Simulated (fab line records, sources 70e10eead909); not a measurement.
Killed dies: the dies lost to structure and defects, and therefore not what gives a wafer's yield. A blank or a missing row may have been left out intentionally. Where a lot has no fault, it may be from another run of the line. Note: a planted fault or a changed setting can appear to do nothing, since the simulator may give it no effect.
Struck lot and sound lot, side by side ; flow nand_harc ; 12 steps out of a route of 1159
Sound: the wafers L559.1, L559.3, L559.5. Wafers L547.4, L547.5, L547.6 were the ones struck. Last of all comes the cause.
For every step that has rows: the tool of each side, followed by ch and its chambers, followed by its first start. Under that, the readings that differ: sound wafers ; struck wafers ; difference of the means ; sigmas: that difference in standard deviations of wafers without a fault.
alike: same words and numbers on both sides, and readings whose means sit less than 2 such deviations apart. not compared: any withheld reading, any reading some wafer has no value for, any bound like >300 that may hide the same value, and any number with overlapping values for which the record gives no deviation.
A row with sigmas, a row that says differs or no value, or rows on one side alone: a step with any of these is where the two part. Numbers that have no deviation but don't overlap get no sigmas and don't part them. A reading that every wafer of one side lacks parts them only if that side has two wafers or more.

NHARC_A_WL_FILL_ALD_02: deposits TiN, target thk 2 nm, pulse time 3 s, ald cycles 100.
  sound on ald_metal-02 ch 2,3, day 20 07:37; struck on ald_metal-02 ch 1,2,3, day 17 20:13
  alike: heater_power_w, precursor_pulse_height_rel
  not compared: since_wet_clean_h
NHARC_A_WL_FILL_CVD_03: deposits W, target thk 40 nm, time 3302 s.
  sound on cvd_w-01 ch 0,1, day 20 08:32; struck on cvd_w-02 ch 0,1, day 17 22:00
reading;sound;struck;difference;sigmas
heater_power_w (W);524 546 560;442 434 485;-90;-2
  alike: throttle_valve_pct
  not compared: since_wet_clean_h
then, 1 step without rows for these wafers: NHARC_A_WL_FILL_ETCHBACK_04 (etches the open film in NF3, target depth 60 nm, time 120 s).
NHARC_A_WL_FILL_ETCHBACK_05: etches the open film in Cl2/BCl3, target depth 22 nm, time 60 s.
  sound on rie_metal-03 ch 0, day 20 11:38; struck on rie_metal-01 ch 0, day 18 00:25
  alike: drypump_motor_current_A, oes_product_au, run_length_s
  not compared: rf_hours_counter_h
NHARC_A_WL_FILL_STRIP_27: strips in N2/H2, time 20 s.
  sound on plasma_asher-02 ch 0, day 20 11:47; struck on plasma_asher-02 ch 0,1, day 18 00:38
  alike: drypump_motor_current_A, heater_power_w
  not compared: rf_hours_counter_h
then, 4 steps without rows for these wafers: NHARC_A_WL_FILL_STRIP_28 (strips in post etch residue remover, time 1200 s); NHARC_A_WL_FILL_PRECLEAN_06 (cleans in DIW, time 300 s); NHARC_A_WL_FILL_SRD_07; NHARC_A_WL_FILL_ANNEAL_08 (time 1800 s).
NHARC_A_WL_FILL_ALD_10: deposits SiO2, target thk 50 nm, pulse time 10 s, ald cycles 500.
  sound on ald_hk-02 ch 0,1, day 20 17:07; struck on ald_hk-02 ch 0,3, day 18 05:48
  alike: heater_power_w, precursor_pulse_height_rel
  not compared: since_wet_clean_h
NHARC_A_WL_FILL_ETCHBACK_16: etches the open film in C4F8/O2/Ar, target depth 88 nm, time 17.6 s.
  sound on rie_diel-08 ch 0,2,3, day 20 21:14; struck on rie_diel-05 ch 0,1, day 18 10:26
reading;sound;struck;difference;sigmas
oes_product_au (a.u.);0.90 0.92 0.92;1.00 1.00 1.00;+0.09;+2
run_length_s (s);38.5 39.1 38.8;26.5 26.5 26.2;-12.4;-31
  alike: rf_vpp_V
  not compared: rf_hours_counter_h
then, 1 step without rows for these wafers: NHARC_A_WL_FILL_STRIP_29 (strips in O2, time 20 s).

WHERE THEY PART
Last at NHARC_A_WL_FILL_ETCHBACK_16 as far as this record goes, first at NHARC_A_WL_FILL_CVD_03.

WHY: what the simulator had put in
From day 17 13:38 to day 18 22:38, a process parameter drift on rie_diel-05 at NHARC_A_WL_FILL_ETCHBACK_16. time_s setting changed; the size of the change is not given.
